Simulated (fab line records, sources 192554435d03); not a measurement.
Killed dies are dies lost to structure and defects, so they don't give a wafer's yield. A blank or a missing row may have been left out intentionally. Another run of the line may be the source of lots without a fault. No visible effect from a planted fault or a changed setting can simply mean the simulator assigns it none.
Chamber matching / flow n5Finfet / rieDiel-05 running N5_GATE_CUT_HM_OPEN_40: 3 sister chambers
The step chemistry C4F6/O2, target SiO2, target depth 139 nm, time 85.1 s. 3 wafers are shown with their chamber, then 6 later ones without.

== WAFERS PAIRED WITH THEIR CHAMBERS ==
wafer=L078.6; chamber=1; showerheadPlenumPTorr (Torr)=2.96
wafer=L082.4; chamber=0; showerheadPlenumPTorr (Torr)=2.92
wafer=L082.5; chamber=2; showerheadPlenumPTorr (Torr)=2.73

== WAFERS WITH NO CHAMBER GIVEN ==
wafer=L082.6; showerheadPlenumPTorr (Torr)=2.95
wafer=L084.4; showerheadPlenumPTorr (Torr)=2.95
wafer=L084.6; showerheadPlenumPTorr (Torr)=2.95
wafer=L095.2; showerheadPlenumPTorr (Torr)=2.94
wafer=L095.3; showerheadPlenumPTorr (Torr)=2.91
wafer=L095.5; showerheadPlenumPTorr (Torr)=2.71

== CHAMBER TAKEN BY EACH ==
wafer=L082.6; from the rows above=can't be placed: 1 or 0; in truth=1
wafer=L084.4; from the rows above=can't be placed: 1 or 0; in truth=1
wafer=L084.6; from the rows above=can't be placed: 1 or 0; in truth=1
wafer=L095.2; from the rows above=can't be placed: 0 or 1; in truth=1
wafer=L095.3; from the rows above=0; in truth=0
wafer=L095.5; from the rows above=2; in truth=2
Placed correctly: 2 of 6. From these rows, 4 cannot be placed; in 4 the true chamber is one of the candidates. Number placed wrongly: 0.
How it was worked out, from the rows above alone: a wafer's distance from a chamber is the root of the sum, over the readings, of the square of ((its reading less the chamber's mean) divided by the reading's scatter). The wafer belongs to the nearest chamber; if the next one is less than 2 further off, it can't be placed. A chamber's mean is the mean of its shown wafers. The scatter: root of mean squared gap, hidden wafer to nearest shown wafer, with one shown wafer a chamber.
